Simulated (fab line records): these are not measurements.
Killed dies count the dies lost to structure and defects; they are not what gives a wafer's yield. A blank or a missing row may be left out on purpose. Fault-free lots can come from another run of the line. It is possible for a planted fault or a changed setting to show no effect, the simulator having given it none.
Struck lot and sound lot, side by side + flow nandHarc + 29 steps out of a route of 1302
Sound: wafers L645.1, L645.2, L645.4. Wafers L633.3, L633.4, L633.5 were the ones struck. The cause is named last.
For every step that has rows: the tool of each side, followed by ch and its chambers, followed by its first start. Under that, the readings that differ: sound wafers + struck wafers + difference of the means + sigmas: that difference in standard deviations of wafers without a fault.
alike: same words and numbers on both sides, and readings whose means sit less than 2 such deviations apart. not compared: any withheld reading, any reading some wafer has no value for, any bound like >300 that may hide the same value, and any number with overlapping values for which the record gives no deviation.
Wherever a step has rows on one side only, a row that says differs or no value, or a row with sigmas, the two part there. When numbers do not overlap yet have no deviation, they are printed without sigmas and do not part them. A reading that every wafer of one side lacks parts them only if that side has two wafers or more.

first, 2 steps without rows for these wafers: NHARC_A_CHANNEL_HOLE_D2_PEB_08 (peb time 65 s); NHARC_A_CHANNEL_HOLE_D2_DEVELOP_09 (develop time 35 s).
NHARC_A_CHANNEL_HOLE_D2_CD_MEAS_10: target cd 100 nm.
  sound on cdSem-02 ch 0, day 19 14:22; struck on cdSem-02 ch 0, day 15 10:16
  alike: cdNm
NHARC_A_CHANNEL_HOLE_D2_OVL_MEAS_11:
  sound on overlay-02 at day 19 14:28; struck on overlay-02 at day 15 10:21
| reading         | sound       | struck         | difference | sigmas |
|-----------------|-------------|----------------|------------|--------|
| overlayYNm (nm) | 1.2 1.2 0.8 | -1.5 -1.5 -1.4 | -2.5       | -3     |
  alike: overlayXNm
NHARC_A_CHANNEL_HOLE_D2_INSPECT_12:
  sound on defectInspect-02 at day 19 14:30; struck on defectInspect-02 at day 15 10:23
| reading        | sound    | struck | difference | sigmas |
|----------------|----------|--------|------------|--------|
| rawDefectCount | 55 60 53 | 8 5 5  | -50        | -2     |
NHARC_A_CHANNEL_HOLE_D2_DESCUM_15: chemistry O2, time 3 s.
  sound on rieDiel-03 ch 0,1,2, day 19 14:34; struck on rieDiel-04 ch 0,1, day 15 10:26
  alike: drypumpMotorCurrentA, oesProductAu, rfVppV, showerheadPlenumPTorr, throttleValvePct
  not compared: rfHoursCounterH
NHARC_A_CHANNEL_HOLE_D2_ETCH_38: etches the open film in CF4, target depth 39 nm, time 65 s.
  sound on rieDiel-03 ch 0,1,3, day 19 14:39; struck on rieDiel-04 ch 2,3, day 15 10:32
  alike: drypumpMotorCurrentA, oesProductAu, rfVppV, showerheadPlenumPTorr, throttleValvePct
  not compared: rfHoursCounterH
then, 3 steps without rows for these wafers: NHARC_A_CHANNEL_HOLE_D2_ETCH_39 (etches the open film in N2/H2, target depth 260 nm, time 325 s); NHARC_A_CHANNEL_HOLE_D2_ETCH_34 (etches the open film in CF4/CHF3, target depth 154 nm, time 77 s); NHARC_A_CHANNEL_HOLE_D2_ETCH_16 (etches the open film in O2/COS, target depth 3100 nm, time 806 s).
NHARC_A_CHANNEL_HOLE_D2_CD_MEAS_18:
  sound on cdSem-03 at day 19 15:40; struck on cdSem-02 at day 15 11:34
  alike: cdNm
NHARC_A_CHANNEL_HOLE_D2_ETCH_19: etches the open film in C4F8/O2/Ar, time 34.5 s.
  sound on harEtch-01 ch 0,1, day 19 16:49; struck on harEtch-02 ch 0,1, day 15 11:40
  alike: drypumpMotorCurrentA, oesAirLineAu, showerheadPlenumPTorr, tempC, throttleValvePct
  not compared: rfHoursCounterH
NHARC_A_CHANNEL_HOLE_D2_ETCH_20: etches the open film in C4F8/O2/Ar, time 361.9 s, target depth 1600 nm.
  sound on harEtch-01 ch 0,1, day 19 16:55; struck on harEtch-02 ch 0,1, day 15 11:50
  alike: drypumpMotorCurrentA, oesAirLineAu, showerheadPlenumPTorr, tempC, throttleValvePct
  not compared: rfHoursCounterH
then, 5 steps without rows for these wafers: NHARC_A_CHANNEL_HOLE_D2_ETCH_21 (etches the open film in C4F8/O2/Ar, time 514.3 s, target depth 1600 nm); NHARC_A_CHANNEL_HOLE_D2_ETCH_22 (etches the open film in C4F8/O2/Ar, time 666.7 s, target depth 1600 nm); NHARC_A_CHANNEL_HOLE_D2_ETCH_23 (etches the open film in C4F8/O2/Ar, time 819 s, target depth 1600 nm); NHARC_A_CHANNEL_HOLE_D2_ETCH_24 (etches the open film in C4F8/O2/Ar, time 906.2 s, target depth 1500 nm); NHARC_A_CHANNEL_HOLE_D2_ETCH_25 (etches the open film in C4F8/O2/Ar, time 1040.2 s, target depth 1500 nm).
NHARC_A_CHANNEL_HOLE_D2_ETCH_26: etches the open film in C4F8/O2/Ar, time 224.1 s, target depth 300 nm.
  sound on harEtch-01 ch 0,1, day 19 20:35; struck on harEtch-02 ch 0,1, day 15 15:28
  alike: drypumpMotorCurrentA, oesAirLineAu, showerheadPlenumPTorr, tempC, throttleValvePct
  not compared: rfHoursCounterH
NHARC_A_CHANNEL_HOLE_D2_ETCH_27: etches the open film in C4F8/O2/Ar, time 90 s, target depth 400 nm.
  sound on harEtch-01 ch 0,1, day 19 20:47; struck on harEtch-02 ch 0,1, day 15 15:39
  alike: drypumpMotorCurrentA, oesAirLineAu, showerheadPlenumPTorr, tempC, throttleValvePct
  not compared: rfHoursCounterH
then, 7 steps without rows for these wafers: NHARC_A_CHANNEL_HOLE_D2_STRIP_41 (strips in N2/H2); NHARC_A_CHANNEL_HOLE_D2_STRIP_42 (strips in CF4/CHF3); NHARC_A_CHANNEL_HOLE_D2_STRIP_43 (strips in O2/COS); NHARC_A_CHANNEL_HOLE_D2_ETCH_44 (etches the open film in CF4/O2, target depth 140 nm, overetch 14 nm, time 77 s); NHARC_A_CHANNEL_HOLE_D2_STRIP_28 (strips in O2); NHARC_A_CHANNEL_HOLE_D2_PRECLEAN_29 (cleans in SC1); NHARC_A_CHANNEL_HOLE_D2_SRD_30.
NHARC_A_CHANNEL_HOLE_D2_CD_MEAS_31:
  sound on cdSem-01 at day 19 22:19; struck on cdSem-01 at day 15 17:09
  alike: cdNm
NHARC_A_CHANNEL_HOLE_D2_XSEM_32:
  sound on xsem-02 ch 0, day 19 22:25; struck on xsem-01 ch 0
| reading    | sound       | struck | difference                    | sigmas |
|------------|-------------|--------|-------------------------------|--------|
| bowNm (nm) | 8.7 8.7 8.7 | - - -  | no value on the struck wafers |        |
  alike: botCdNm, tiltDeg

## WHERE THEY PART
At NHARC_A_CHANNEL_HOLE_D2_OVL_MEAS_11 first; at NHARC_A_CHANNEL_HOLE_D2_XSEM_32 last (within this record only).

WHY: what had been put in by the simulator
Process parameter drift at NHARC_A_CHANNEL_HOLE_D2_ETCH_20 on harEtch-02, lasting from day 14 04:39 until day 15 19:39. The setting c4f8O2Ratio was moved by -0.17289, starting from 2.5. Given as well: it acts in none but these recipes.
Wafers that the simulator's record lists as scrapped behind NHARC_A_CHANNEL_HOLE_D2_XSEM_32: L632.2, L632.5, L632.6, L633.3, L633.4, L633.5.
